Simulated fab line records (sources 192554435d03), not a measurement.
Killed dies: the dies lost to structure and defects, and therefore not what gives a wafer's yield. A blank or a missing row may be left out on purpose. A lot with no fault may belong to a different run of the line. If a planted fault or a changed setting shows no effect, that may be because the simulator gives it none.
Matching of chambers || flow n5-finfet || N5_BEOL_M0_SAQP_PECVD_04 on pecvd-02 has 3 sister chambers
The step deposits a-Si from SiH4/He, target thk 60 nm, time 60.2 s. 3 wafers are shown with their chamber, then 12 later ones without.

WAFERS PAIRED WITH THEIR CHAMBERS
{"wafer": "L090.5", "chamber": 1, "showerhead-plenum-p-Torr (Torr)": 5.723}
{"wafer": "L091.1", "chamber": 2, "showerhead-plenum-p-Torr (Torr)": 5.705}
{"wafer": "L091.4", "chamber": 0, "showerhead-plenum-p-Torr (Torr)": 5.674}

WAFERS MISSING THEIR CHAMBER
{"wafer": "L092.1", "showerhead-plenum-p-Torr (Torr)": 5.693}
{"wafer": "L092.3", "showerhead-plenum-p-Torr (Torr)": 5.710}
{"wafer": "L092.4", "showerhead-plenum-p-Torr (Torr)": 5.672}
{"wafer": "L093.1", "showerhead-plenum-p-Torr (Torr)": 5.664}
{"wafer": "L093.5", "showerhead-plenum-p-Torr (Torr)": 5.734}
{"wafer": "L093.6", "showerhead-plenum-p-Torr (Torr)": 5.697}
{"wafer": "L095.1", "showerhead-plenum-p-Torr (Torr)": 5.704}
{"wafer": "L095.2", "showerhead-plenum-p-Torr (Torr)": 5.730}
{"wafer": "L095.4", "showerhead-plenum-p-Torr (Torr)": 5.682}
{"wafer": "L097.2", "showerhead-plenum-p-Torr (Torr)": 5.668}
{"wafer": "L097.4", "showerhead-plenum-p-Torr (Torr)": 5.723}
{"wafer": "L097.5", "showerhead-plenum-p-Torr (Torr)": 5.663}

CHAMBER TAKEN BY EACH
{"wafer": "L092.1", "from the rows above": "can't be placed: 2 or 0", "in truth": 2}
{"wafer": "L092.3", "from the rows above": "can't be placed: 2 or 1", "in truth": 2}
{"wafer": "L092.4", "from the rows above": 0, "in truth": 0}
{"wafer": "L093.1", "from the rows above": 0, "in truth": 0}
{"wafer": "L093.5", "from the rows above": 1, "in truth": 1}
{"wafer": "L093.6", "from the rows above": "can't be placed: 2 or 0", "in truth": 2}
{"wafer": "L095.1", "from the rows above": 2, "in truth": 2}
{"wafer": "L095.2", "from the rows above": 1, "in truth": 1}
{"wafer": "L095.4", "from the rows above": "can't be placed: 0 or 2", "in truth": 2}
{"wafer": "L097.2", "from the rows above": 0, "in truth": 0}
{"wafer": "L097.4", "from the rows above": 1, "in truth": 1}
{"wafer": "L097.5", "from the rows above": 0, "in truth": 0}
Placed correctly: 8 of 12. From these rows, 4 cannot be placed; in 4 the true chamber is one of the candidates. Wrongly placed: 0.
How it was worked out, from the rows above alone: a wafer's distance from a chamber is the root of the sum, over the readings, of the square of ((its reading less the chamber's mean) divided by the reading's scatter). The wafer belongs to the nearest chamber; if the next one is less than 2 further off, it can't be placed. Each chamber's mean is taken over the wafers shown for it. The scatter: with one shown wafer a chamber, the root of the mean of the squares of how far each hidden wafer lies from its nearest shown one.
